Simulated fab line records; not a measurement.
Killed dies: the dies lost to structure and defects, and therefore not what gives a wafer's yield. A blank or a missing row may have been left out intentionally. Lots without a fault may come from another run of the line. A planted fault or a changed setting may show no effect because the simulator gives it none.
Which of the tools did it? ; flow nand_harc ; 14 lots, 42 wafers sampled, at 4 steps of a route of 1159

WHAT THE GAUGES READ, wafer by wafer
NHARC_THIN_TSV_THK_MEAS_02: measures by ir.
lot;measured;on;thk_nm (nm)
L470;day 19 11:49;film_metro-02;2569 2606 2586
L469;day 19 08:37;film_metro-02;2867 3001 2955
L472;day 20 03:53;film_metro-02;2803 2936 2613
L474;day 19 16:56;film_metro-01;2886 3018 3042
L479;day 21 14:18;film_metro-01;2802 2788 2851
L480;day 21 15:29;film_metro-02;3016 3140 3282
L483;day 21 13:05;film_metro-01;2813 3022 3215
L485;day 23 04:14;film_metro-02;2629 2848 2590
L486;day 23 07:50;film_metro-02;2766 2976 2672
L487;day 23 12:33;film_metro-02;2925 2901 2906
L488;day 23 10:09;film_metro-02;2896 3086 3300
L490;day 23 13:58;film_metro-01;3188 3149 3088
L491;day 24 06:32;film_metro-02;3271 2949 2763
L492;day 24 12:31;film_metro-01;2991 3131 2884

NHARC_END_SORT_01.
lot;measured;on;killed_at_array;killed_at_other;killed_at_periphery;killed_dies;killed_open;killed_short
L470;day 20 11:18;prober-01;19 19 23;0 1 0;4 2 3;23 22 26;3 4 1;2 3 3
L469;day 20 01:11;prober-02;21 11 19;0 0 0;2 2 1;23 13 20;3 3 2;1 3 1
L472;day 21 00:32;prober-01;15 24 20;0 0 0;4 2 3;19 26 23;6 3 1;1 2 2
L474;day 20 16:41;prober-01;8 6 12;0 0 0;0 3 2;8 9 14;2 3 2;2 0 1
L479;day 22 09:43;prober-01;22 71 16;3 1 3;1 1 1;26 73 20;7 4 2;1 1 0
L480;day 22 16:40;prober-02;37 72 78;1 2 4;5 1 5;43 75 87;4 1 2;1 1 3
L483;day 22 11:19;prober-02;44 45 48;0 1 0;4 3 2;48 49 50;5 5 2;1 4 3
L485;day 23 20:22;prober-02;26 27 27;0 0 0;1 0 2;27 27 29;2 4 3;1 1 0
L486;day 24 04:55;prober-02;31 31 37;1 0 0;3 1 3;35 32 40;2 4 4;0 3 2
L487;day 24 11:56;prober-02;12 24 16;0 0 0;1 0 4;13 24 20;1 4 2;2 4 3
L488;day 24 21:21;prober-02;29 42 44;0 0 0;0 4 4;29 46 48;0 3 4;1 1 3
L490;day 24 21:24;prober-01;41 32 25;1 0 1;2 7 3;44 39 29;2 5 0;2 3 3
L491;day 25 03:29;prober-01;46 51 41;0 1 0;4 0 0;50 52 41;4 0 0;2 1 1
L492;day 25 11:16;prober-01;29 27 31;0 0 0;5 1 6;34 28 37;4 4 5;1 2 2

WHAT TOOL EACH LOT RAN ON (gives the tool, then ch and the chambers of the sampled wafers, and finally the start)
lot;NHARC_A_STAIRCASE_DEP_151;NHARC_A_BONDPAD_CMP_19
L470;pecvd-01 ch 0,1,2, day 12 16:27;cmp-03 ch 0,2,3, day 18 11:57
L469;pecvd-03 ch 1,2, day 12 19:31;cmp-04 ch 1,2,3, day 18 14:49
L472;pecvd-02 ch 0,1,2, day 13 12:58;cmp-03 ch 0,3, day 19 15:35
L474;pecvd-02 ch 1,2, day 13 18:00;cmp-04 ch 0,1,3, day 19 02:01
L479;pecvd-03 ch 0,1,2, day 14 19:47;cmp-01 ch 1,2, day 20 22:17
L480;pecvd-03 ch 0,2, day 15 17:56;cmp-01 ch 0,1,2, day 21 02:56
L483;pecvd-02 ch 0,1,2, day 15 18:13;cmp-04 ch 0,2,3, day 21 02:38
L485;pecvd-01 ch 0,2, day 16 15:34;cmp-03 ch 0,1,2, day 22 14:41
L486;pecvd-02 ch 0,1,2, day 16 15:45;cmp-03 ch 0,1,3, day 22 19:23
L487;pecvd-01 ch 0,1,2, day 17 02:41;cmp-04 ch 0,1,2, day 22 22:43
L488;pecvd-02 ch 0,1,2, day 17 02:41;cmp-01 ch 0,1,3, day 22 21:05
L490;pecvd-01 ch 1,2, day 17 09:34;cmp-04 ch 1,2,3, day 23 02:02
L491;pecvd-02 ch 0,1,2, day 18 06:53;cmp-01 ch 1,2,3, day 23 18:31
L492;pecvd-02 ch 0,1, day 18 15:55;cmp-03 ch 0,1,2, day 24 00:30
- NHARC_A_STAIRCASE_DEP_151: deposits SiO2, target thk 3800 nm.
- NHARC_A_BONDPAD_CMP_19: polishes, t overpolish 30 s, cu recess touch 16 s, target thk 169.8 nm.

WHAT THE TOOLS THEMSELVES READ (means of the sampled wafers that have a number; where no wafer has one, the mark that the record gives instead)
NHARC_A_STAIRCASE_DEP_151.
lot;tool;heater_power_w (W);rf_fwd_power_W (W)
L470;pecvd-01;645;499.1
L469;pecvd-03;559;498.5
L472;pecvd-02;613;499.8
L474;pecvd-02;606;498.2
L479;pecvd-03;592;500.4
L480;pecvd-03;679;498.4
L483;pecvd-02;549;498.6
L485;pecvd-01;734;500.1
L486;pecvd-02;621;499.6
L487;pecvd-01;731;499.5
L488;pecvd-02;573;499.7
L490;pecvd-01;637;499.7
L491;pecvd-02;613;499.9
L492;pecvd-02;634;499.2

NHARC_A_BONDPAD_CMP_19.
lot;tool;motor_current_A (A);overpolish_run_s (s)
L470;cmp-03;11.5;29.989
L469;cmp-04;11.9;29.995
L472;cmp-03;11.9;30.007
L474;cmp-04;11.6;30.009
L479;cmp-01;11.9;30.000
L480;cmp-01;12.0;29.996
L483;cmp-04;11.6;30.001
L485;cmp-03;12.5;30.003
L486;cmp-03;11.8;30.003
L487;cmp-04;11.5;30.001
L488;cmp-01;12.8;30.010
L490;cmp-04;11.8;29.990
L491;cmp-01;12.3;30.001
L492;cmp-03;12.3;30.000

THE ANSWER, worked out from the rows above alone
Rule: what is usual is taken from the lots themselves. Put in order of their means at a reading, lots are off if they are a third of the lots or fewer, leave a main group of 4 or more, and stand apart from it by a gap of 3 or more times the standard deviation of the main group's means; of several such gaps the widest counts. If all means in a main group match to the digits the tables above print for the reading, that group is not used. A lot without any number at a reading at which 4 lots or more have one is off too. All remaining lots with rows at the step are treated as sound. After the gauges, taken in route order, come the tools' own readings; for these a lot's mean is taken, as printed above. At the first step where some lot is off, the reading lying furthest off is the one used; lots without a number count as furthest.
Off: L479, L480 (NHARC_END_SORT_01, killed_at_other). For the main group the mean is 0.2 and the standard deviation 0.22.
A tool fits if, at a process step before that reading, it ran every lot that is off, and no sound lot after the first of them. Gauges at NHARC_END_SORT_01: tried the same way as those tools. One fits: pecvd-03 at NHARC_A_STAIRCASE_DEP_151. Its last sound lot is L469 (day 12 19:31), its first lot that is off L479 (day 14 19:47): a fault that began between those two fits.

WHAT THE SIMULATOR HAD INSERTED
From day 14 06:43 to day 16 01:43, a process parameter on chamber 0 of pecvd-03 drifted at NHARC_A_STAIRCASE_DEP_151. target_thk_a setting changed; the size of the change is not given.
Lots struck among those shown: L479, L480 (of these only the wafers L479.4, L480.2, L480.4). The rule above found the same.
